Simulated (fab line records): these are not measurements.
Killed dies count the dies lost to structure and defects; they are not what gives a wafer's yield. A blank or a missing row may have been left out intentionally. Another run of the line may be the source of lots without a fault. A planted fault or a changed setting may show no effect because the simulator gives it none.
Struck lot and sound lot, side by side | flow n5_finfet | 36 out of 1938 route steps
Sound: wafers L860.1, L860.2, L860.4. The struck wafers were L863.3, L863.4, L863.5. The cause is given at the end.
At each step with rows: each side's tool, then ch and its chambers, then its first start. Under that, the readings that differ: sound wafers | struck wafers | difference of the means | sigmas: that difference in standard deviations of wafers without a fault.
alike: readings whose means differ by less than 2 such deviations, and words and numbers that are the same on both sides. not compared: withheld readings, readings that some wafer has no value for, bounds like >300 that may hide the same value, and numbers for which the record gives no deviation and whose values overlap.
Wherever a step has rows on one side only, a row that says differs or no value, or a row with sigmas, the two part there. When numbers do not overlap yet have no deviation, they are printed without sigmas and do not part them. Lack of a reading on every wafer of one side parts them only where that side has two or more wafers.

first, 9 steps without rows for these wafers: N5_BEOL_M4_ANNEAL_95 (time 240 s); N5_BEOL_M4_SPUTTER_96 (material Cu, target thk 4.5 nm, time 8.29 s); N5_BEOL_M4_ECD_50 (material Cu, target thk 300 nm); N5_BEOL_M4_ANNEAL_51 (time 90 s); N5_BEOL_M4_CMP_52 (polishes, stops on SiOC, t overpolish 6.8 s, target thk 40 nm); N5_BEOL_M4_PRE_CLEAN_60 (time 15 s); N5_BEOL_M4_CO_CAP_55 (material Co, precursor CCTBA/H2, target thk 2 nm, time 102.1 s); N5_BEOL_M4_PRE_CLEAN_56 (time 15 s); N5_BEOL_M4_DEP_57 (deposits SiCN from 3MS/NH3, target thk 8 nm, time 14 s).
N5_BEOL_M4_RC_MEAS_101:
  sound on prober-01 ch 0, day 9 04:10; struck on prober-01 ch 0, day 11 01:19
  alike: DIBL_N, DIBL_P, IOFF_N, IOFF_P, ION_N, ION_P, SS_N, SS_P, VT_N, VT_P
then, 24 steps without rows for these wafers: N5_BEOL_M5_ILD_DEP_00 (deposits SiCOH lowk from DEMS/porogen, target thk 140.64 nm, time 25.9 s); N5_BEOL_M5_CURE_79 (cures SiCOH lowk, time 240 s); N5_BEOL_M5_PECVD_70 (deposits SiO2 from TEOS/O2, target thk 16 nm, time 18 s); N5_BEOL_M5_HM_DEP_02 (deposits TiN, target thk 20 nm); N5_BEOL_M5_COAT_59 (time 60 s, resist thk 60 nm); N5_BEOL_M5_COAT_60 (time 60 s, resist thk 12 nm); N5_BEOL_M5_COAT_71 (time 60 s, resist thk 5 nm); N5_BEOL_M5_COAT_05 (resist thk 30 nm); N5_BEOL_M5_EBR_07; N5_BEOL_M5_SOFTBAKE_06 (time 60 s); N5_BEOL_M5_EXPOSE_08 (exposes mask M5, target cd 28 nm); N5_BEOL_M5_PEB_09 (peb time 60 s); N5_BEOL_M5_DEVELOP_10 (develop time 30 s); N5_BEOL_M5_DESCUM_16 (chemistry O2, time 7 s); N5_BEOL_M5_ETCH_72 (etches underlayer in N2/H2, target depth 6.5 nm, time 5.2 s); N5_BEOL_M5_ETCH_61 (etches SiARC in CF4, target depth 15.6 nm, time 26 s); N5_BEOL_M5_ETCH_62 (etches SOC in N2/H2, target depth 75 nm, overetch 15 nm, time 112.5 s); N5_BEOL_M5_STRIP_63 (strips in N2/H2); N5_BEOL_M5_STRIP_73 (strips in N2/H2); N5_BEOL_M5_STRIP_64 (strips in CF4); N5_BEOL_M5_HM_OPEN_17 (chemistry Cl2/BCl3, target TiN, target depth 20 nm, overetch 6 nm); N5_BEOL_M5_STRIP_19 (strips in O2); N5_BEOL_M5_COAT_65 (time 60 s, resist thk 60 nm); N5_BEOL_M5_COAT_66 (time 60 s, resist thk 12 nm).
-- the record jumps here: 2 days lie between the struck wafers' starts before and after (it left off in module BEOL_M5 and takes up again in module BEOL_M9, whose first step shown is number 1443 of the route) --
N5_BEOL_M9_VIA_ETCH_34: etches SiCOH lowk in C4F6/O2, target depth 182.4 nm, time 68.4 s.
  sound on rie_diel-01 ch 0,2,3, day 11 10:05; struck on rie_diel-01 ch 0,1,2, day 13 04:28
  no value came back on the struck wafers for any of 8 readings (C4F6_flow_sccm (sccm), O2_flow_sccm (sccm) and others); on the sound wafers C4F6_flow_sccm (sccm) reads 9.993 10.021 9.969
  reading                                    | sound        | struck       | difference | sigmas
  model.SOC_of_BEOL_M9_COAT_63.thk_nm (nm)   | 51.2 50.8 51 | 60.2 59.8 60 | +9.0       |
  model.SiARC_of_BEOL_M9_COAT_64.thk_nm (nm) | 0 0 0        | 6.4 6.4 6.4  | +6.4       |
-- record jumps: 3 days separate the struck wafers' starts on either side; left off in module BEOL_M9, taken up again in module PASSIVATION, whose first shown step is the route's number 1936 --
N5_PASSIVATION_PROBE_49:
  only the struck wafers here have rows in the record (prober-02, day 15 16:49); the sound ones have none

== WHERE THEY PART ==
Earliest at N5_BEOL_M9_VIA_ETCH_34; latest, in this record, at N5_PASSIVATION_PROBE_49.

WHY: what had been put in by the simulator
Entire step skipped (rie_diel-01, N5_BEOL_M9_VIA_ETCH_34), from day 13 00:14 onward. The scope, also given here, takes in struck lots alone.
